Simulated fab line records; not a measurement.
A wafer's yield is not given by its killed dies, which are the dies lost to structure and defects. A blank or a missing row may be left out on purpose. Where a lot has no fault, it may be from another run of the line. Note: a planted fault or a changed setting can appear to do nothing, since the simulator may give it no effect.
Chamber matching :: flow n5 finfet :: 4 sister chambers for N5_ILD0_CMP_07 on cmp-04
The step polishes SiO2 flowable, stops on poly-Si, t overpolish 1.18 s, target thk 138.88 nm. 14 wafers are shown with their chamber, then 7 later ones without.

## WAFERS, EACH WITH ITS CHAMBER
wafer: L074.1
chamber: 0
motor current A (A): 12.7
slurry filter dp kPa (kPa): 13.43
head pressure psi (psi): 4.153

wafer: L074.3
chamber: 2
motor current A (A): 12.5
slurry filter dp kPa (kPa): 13.46
head pressure psi (psi): 4.158

wafer: L074.5
chamber: 1
motor current A (A): 13.7
slurry filter dp kPa (kPa): 13.62
head pressure psi (psi): 4.155

wafer: L078.2
chamber: 3
motor current A (A): 11.3
slurry filter dp kPa (kPa): 13.51
head pressure psi (psi): 4.146

wafer: L078.4
chamber: 1
motor current A (A): 13.8
slurry filter dp kPa (kPa): 13.60
head pressure psi (psi): 4.136

wafer: L078.5
chamber: 3
motor current A (A): 11.4
slurry filter dp kPa (kPa): 13.33
head pressure psi (psi): 4.137

wafer: L086.1
chamber: 2
motor current A (A): 13.4
slurry filter dp kPa (kPa): 13.58
head pressure psi (psi): 4.141

wafer: L086.2
chamber: 3
motor current A (A): 12.3
slurry filter dp kPa (kPa): 13.21
head pressure psi (psi): 4.165

wafer: L086.5
chamber: 1
motor current A (A): 13.0
slurry filter dp kPa (kPa): 13.31
head pressure psi (psi): 4.147

wafer: L087.2
chamber: 2
motor current A (A): 12.8
slurry filter dp kPa (kPa): 13.68
head pressure psi (psi): 4.163

wafer: L087.4
chamber: 3
motor current A (A): 12.1
slurry filter dp kPa (kPa): 13.24
head pressure psi (psi): 4.143

wafer: L087.6
chamber: 1
motor current A (A): 13.0
slurry filter dp kPa (kPa): 13.55
head pressure psi (psi): 4.156

wafer: L088.2
chamber: 3
motor current A (A): 12.5
slurry filter dp kPa (kPa): 13.25
head pressure psi (psi): 4.151

wafer: L088.3
chamber: 1
motor current A (A): 14.0
slurry filter dp kPa (kPa): 13.53
head pressure psi (psi): 4.170

SIGNATURES, as means of the wafers listed above
reading: motor current A
chamber 0: 12.700
chamber 1: 13.500
chamber 2: 12.900
chamber 3: 11.920
scatter within a chamber: 0.497

reading: slurry filter dp kPa
chamber 0: 13.4300
chamber 1: 13.5220
chamber 2: 13.5733
chamber 3: 13.3080
scatter within a chamber: 0.12

reading: head pressure psi
chamber 0: 4.15300
chamber 1: 4.15280
chamber 2: 4.15400
chamber 3: 4.14840
scatter within a chamber: 0.0116
Rule: a wafer's distance from a chamber is the root of the sum, over the readings, of the square of ((its reading less the chamber's mean) divided by the reading's scatter). If the next closest chamber is less than 2 further off than the closest, the wafer can't be placed; otherwise it belongs to the closest. The scatter: the root of (the sum of the squares of (reading less its chamber's mean) over the shown wafers, divided by (wafers less chambers)).

## WAFERS WHOSE CHAMBER IS MISSING
wafer: L088.5
motor current A (A): 12.6
slurry filter dp kPa (kPa): 13.49
head pressure psi (psi): 4.144

wafer: L089.2
motor current A (A): 13.4
slurry filter dp kPa (kPa): 13.55
head pressure psi (psi): 4.156

wafer: L089.4
motor current A (A): 13.6
slurry filter dp kPa (kPa): 13.50
head pressure psi (psi): 4.151

wafer: L089.6
motor current A (A): 12.3
slurry filter dp kPa (kPa): 13.49
head pressure psi (psi): 4.143

wafer: L096.1
motor current A (A): 12.6
slurry filter dp kPa (kPa): 13.49
head pressure psi (psi): 4.150

wafer: L096.2
motor current A (A): 13.8
slurry filter dp kPa (kPa): 13.50
head pressure psi (psi): 4.148

wafer: L096.3
motor current A (A): 12.2
slurry filter dp kPa (kPa): 13.68
head pressure psi (psi): 4.146

## THE CHAMBER EACH PASSED THROUGH
wafer: L088.5
from the rows above: can't be placed: 0 or 2 or 1 or 3
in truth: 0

wafer: L089.2
from the rows above: can't be placed: 1 or 2 or 0
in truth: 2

wafer: L089.4
from the rows above: can't be placed: 1 or 2 or 0
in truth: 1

wafer: L089.6
from the rows above: can't be placed: 0 or 2 or 3 or 1
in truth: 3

wafer: L096.1
from the rows above: can't be placed: 0 or 2 or 1 or 3
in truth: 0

wafer: L096.2
from the rows above: can't be placed: 1 or 2 or 0
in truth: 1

wafer: L096.3
from the rows above: can't be placed: 2 or 0 or 1 or 3
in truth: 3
Correct placement for 0 of the 7. From these rows, 7 cannot be placed; in 7 the true chamber is one of the candidates. 0 placed wrongly.
